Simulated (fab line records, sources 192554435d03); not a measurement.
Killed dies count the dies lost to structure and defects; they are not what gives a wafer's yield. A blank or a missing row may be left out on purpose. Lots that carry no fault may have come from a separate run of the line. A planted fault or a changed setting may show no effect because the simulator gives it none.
Which tool did it?    flow n5 finfet    11 lots, 33 wafers sampled, at 4 steps of a route of 1938

== WHAT THE GAUGES SHOWED, per wafer ==
N5_BEOL_M12_CD_MEAS_10: target cd 140 nm.
lot   measured      on         cd nm (nm)
L753  day 12 01:37  cd sem-03  141.4 141.6 141.6
L752  day 12 01:40  cd sem-03  141.2 141.1 141.3
L756  day 12 10:50  cd sem-03  139.9 140.2 140.2
L757  day 12 11:14  cd sem-01  136.5 138.1 139.1
L759  day 13 04:44  cd sem-01  142.2 142.1 139.9
L760  day 13 05:17  cd sem-03  143.0 142.4 142.3
L761  day 13 19:01  cd sem-01  139.2 140.5 140.4
L762  day 14 01:31  cd sem-02  140.8 141.6 141.7
L763  day 14 08:58  cd sem-02  137.8 139.7 139.3
L764  day 14 13:36  cd sem-03  140.3 140.9 140.4
L773  day 17 04:16  cd sem-02  134.0 134.7 133.3

== EACH LOT AND THE TOOL THAT RAN IT (in order: tool; ch and the chambers of the sampled wafers; start) ==
lot   N5_BEOL_M11_SURFACE_TREAT_76  N5_BEOL_M11_SPUTTER_48        N5_BEOL_M12_EXPOSE_07
L753  pvd sputter-02, day 11 23:16  pvd sputter-02, day 12 00:03  krf scanner-02 ch 0, day 12 01:27
L752  pvd sputter-02, day 11 23:23  pvd sputter-02, day 12 00:08  krf scanner-02 ch 0, day 12 01:31
L756  pvd sputter-01, day 12 08:53  pvd sputter-03, day 12 09:05  krf scanner-02 ch 0, day 12 10:40
L757  pvd sputter-03, day 12 09:26  pvd sputter-03, day 12 09:40  krf scanner-01 ch 0, day 12 11:04
L759  pvd sputter-01, day 13 02:28  pvd sputter-02, day 13 02:39  krf scanner-01 ch 0, day 13 04:35
L760  pvd sputter-03, day 13 03:28  pvd sputter-03, day 13 03:43  krf scanner-02 ch 0, day 13 05:07
L761  pvd sputter-01, day 13 16:58  pvd sputter-02, day 13 17:11  krf scanner-01 ch 0, day 13 18:50
L762  pvd sputter-03, day 13 23:40  pvd sputter-02, day 14 00:04  krf scanner-01 ch 0, day 14 01:21
L763  pvd sputter-02, day 14 07:09  pvd sputter-02, day 14 07:31  krf scanner-01 ch 0, day 14 08:47
L764  pvd sputter-03, day 14 11:41  pvd sputter-03, day 14 12:02  krf scanner-02 ch 0, day 14 13:26
L773  pvd sputter-03, day 17 02:33  pvd sputter-02, day 17 02:49  krf scanner-02 ch 0, day 17 04:06
- N5_BEOL_M11_SURFACE_TREAT_76
- N5_BEOL_M11_SPUTTER_48: material Cu, target thk 12 nm, time 2 s.
- N5_BEOL_M12_EXPOSE_07: exposes mask V11.

== THE ANSWER, worked out from the rows above alone ==
Rule: the lots themselves supply what counts as usual. Put in order of their means at a reading, lots are off if they are a third of the lots or fewer, leave a main group of 4 or more, and stand apart from it by a gap of 3 or more times the standard deviation of the main group's means; of several such gaps the widest counts. Not used: any main group whose means are identical at the precision the tables above print for the reading. Also off: a lot with no number at a reading for which 4 or more lots have one. Any other lot the step has rows for is counted as sound.
None of the lots is off at any reading shown; this tells nothing.

== WHAT THE SIMULATOR HAD INSERTED ==
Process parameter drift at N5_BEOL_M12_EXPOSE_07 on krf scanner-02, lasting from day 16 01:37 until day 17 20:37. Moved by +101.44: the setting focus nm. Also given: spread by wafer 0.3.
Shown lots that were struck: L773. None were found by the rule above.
